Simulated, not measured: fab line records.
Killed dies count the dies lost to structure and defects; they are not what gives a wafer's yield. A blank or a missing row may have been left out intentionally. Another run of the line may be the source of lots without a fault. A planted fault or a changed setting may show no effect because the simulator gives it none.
Struck lot and sound lot, side by side ; flow nand-harc ; 15 out of 1159 route steps
Sound: these wafers, L406.1, L406.2, L406.3. Wafers struck: L417.2, L417.4, L417.6. The cause is named last.
For every step that has rows: the tool of each side, followed by ch and its chambers, followed by its first start. Under that, the readings that differ: sound wafers ; struck wafers ; difference of the means ; sigmas: that difference in standard deviations of wafers without a fault.
alike: words and numbers the same on both sides, and readings whose means are apart by under 2 such deviations; not compared: readings that were withheld, readings missing a value for some wafer, numbers with overlapping values and no deviation given by the record, and bounds like >300 which may hide the same value.
The two part at a step that has a row with sigmas, a row that says differs or no value, or rows on one side only. Non-overlapping numbers with no deviation appear without sigmas and do not part them. A reading that every wafer of one side lacks parts them only if that side has two wafers or more.

first, 3 steps without rows for these wafers: NHARC_P_GATE_EXPOSE_08 (exposes mask P HV); NHARC_P_GATE_PEB_09 (peb time 85 s); NHARC_P_GATE_DEVELOP_10 (time 70 s).
NHARC_P_GATE_CD_MEAS_11: the cd target is 1640 nm.
  sound on cd-sem-03 ch 0, day 4 18:43; struck on cd-sem-03 ch 0, day 7 10:46
  alike: cd-nm
then, 1 step without rows for these wafers: NHARC_P_GATE_HARDBAKE_12 (time 80 s).
NHARC_P_GATE_DESCUM_13: chemistry O2, time 3 s.
  sound on rie-diel-07 ch 1,2,3, day 4 18:53; struck on rie-diel-04 ch 0,1,3, day 7 11:17
  alike: drypump-motor-current-A, o2-flow-sccm, oes-product-au, rf-vpp-V, showerhead-plenum-p-Torr, throttle-valve-pct
  not compared: rf-hours-counter-h
then, 6 steps without rows for these wafers: NHARC_P_GATE_ETCH_14 (etches SiO2 in dHF, target depth 48.8 nm); NHARC_P_GATE_STRIP_15 (strips in SPM, time 780 s); NHARC_P_GATE_PRECLEAN_71 (cleans in SC1); NHARC_P_GATE_SRD_72; NHARC_P_GATE_OXIDE_16 (material SiO2, target thk 3 nm, ox time 392 s); NHARC_P_GATE_CVD_17 (deposits poly-Si, target thk 150 nm, time 900 s).
NHARC_P_GATE_HM_DEP_102: deposits aC, target thk 120 nm.
  sound on acl-dep-02 ch 0, day 5 06:58; struck on acl-dep-03 ch 0, day 8 01:16
  alike: throttle-valve-pct
NHARC_P_GATE_DEP_103: deposits SiON, target thk 30 nm.
  sound on pecvd-01 ch 0,1,2, day 5 07:37; struck on pecvd-02 ch 0,1,2, day 8 01:52
  alike: heater-power-w, rf-fwd-power-W
NHARC_END_SORT_01:
  the record has rows for the sound wafers here (prober-01 ch 0, day 20 00:27) and none for the struck ones

WHERE THEY PART
NHARC_END_SORT_01 only, going by this record.

WHY: what the simulator had put in
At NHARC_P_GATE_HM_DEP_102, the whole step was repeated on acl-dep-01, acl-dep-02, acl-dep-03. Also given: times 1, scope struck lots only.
